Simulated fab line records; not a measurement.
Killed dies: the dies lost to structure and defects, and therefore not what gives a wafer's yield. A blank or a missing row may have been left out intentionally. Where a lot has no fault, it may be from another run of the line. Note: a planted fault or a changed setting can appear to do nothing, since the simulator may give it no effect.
Split-lot trial	flow n5 finfet	7 lots, 21 wafers read, on a route of 1938 steps

== THE SPLIT ITSELF ==
At N5_WELL_APT_COAT_02 (resist thk 950 nm), the setting spin rpm was moved away from the recipe's 1357 rpm on 6 of the 21 wafers read, by -8.4% to +8.2%. This setting was run at the recipe's value on the other wafers.

The reading comes from the split's own step.

== THE READING ==
coat_of_WELL_APT_COAT_02.thk nm (the simulator's own value, which no gauge read), in nm, at N5_WELL_APT_COAT_02 (resist thk 950 nm). The file does not state a usual value for it. The 15 wafers here that ran the recipe average 949.5 nm, standard deviation 2.5 nm.

wafer	tool, chamber at the split	spin rpm as run, rpm	against the recipe	coat_of_WELL_APT_COAT_02.thk nm, nm	against lot-mates on the recipe
L074.2	litho track-04, 0	1357	recipe	950.3	-
L074.3	litho track-04, 0	1357	recipe	949.1	-
L074.6	litho track-04, 0	1314	-3.2%	964.8	+15.1
L075.2	litho track-05, 0	1357	recipe	947.4	-
L075.3	litho track-05, 0	1357	recipe	945.5	-
L075.6	litho track-05, 0	1357	recipe	947	-
L084.1	litho track-04, 0	1468	+8.2%	913.4	-38.9
L084.5	litho track-04, 0	1468	+8.2%	914.7	-37.6
L084.6	litho track-04, 0	1357	recipe	952.3	-
L085.2	litho track-02, 0	1357	recipe	950.7	-
L085.4	litho track-02, 0	1357	recipe	952.9	-
L085.6	litho track-02, 0	1357	recipe	951.8	-
L087.3	litho track-04, 0	1357	recipe	944.2	-
L087.4	litho track-04, 0	1243	-8.4%	987.8	+43.6
L087.6	litho track-04, 0	1243	-8.4%	986.4	+42.2
L088.1	litho track-05, 0	1357	recipe	950.3	-
L088.3	litho track-05, 0	1357	recipe	950.1	-
L088.4	litho track-05, 0	1357	recipe	948.6	-
L090.2	litho track-04, 0	1357	recipe	951.3	-
L090.3	litho track-04, 0	1357	recipe	951.6	-
L090.5	litho track-04, 0	1294	-4.6%	978.9	+27.4

THE FIT
A straight line over all 21 wafers: coat_of_WELL_APT_COAT_02.thk nm changes by -4.54 nm for each +1% of spin rpm; r = -0.99; the points scatter about the line by 2.9 nm.
The same after taking each lot's own level away (the mean of its wafers on the recipe; 21 wafers): -4.95 nm for each +1%; r = -1.00; scatter 1.4 nm.
According to that fit, moving spin rpm by its largest amount changes the reading by 42 nm.
The lots' own levels span 944.20 to 952.30 nm, that is 3.3 times the standard deviation above.
Hence the lot-to-lot level has little effect on the slope; both slopes agree.
Check: with one of the wafers moved furthest among these (-8.4%) left out of the fit, the line predicts +41.6 nm for it against its lot-mates. It came out at +43.6 nm against them.

== FILE'S OWN FIT ==
coat_of_WELL_APT_COAT_02.thk nm changes by -5.02 nm for each +1% of spin rpm, r = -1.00.
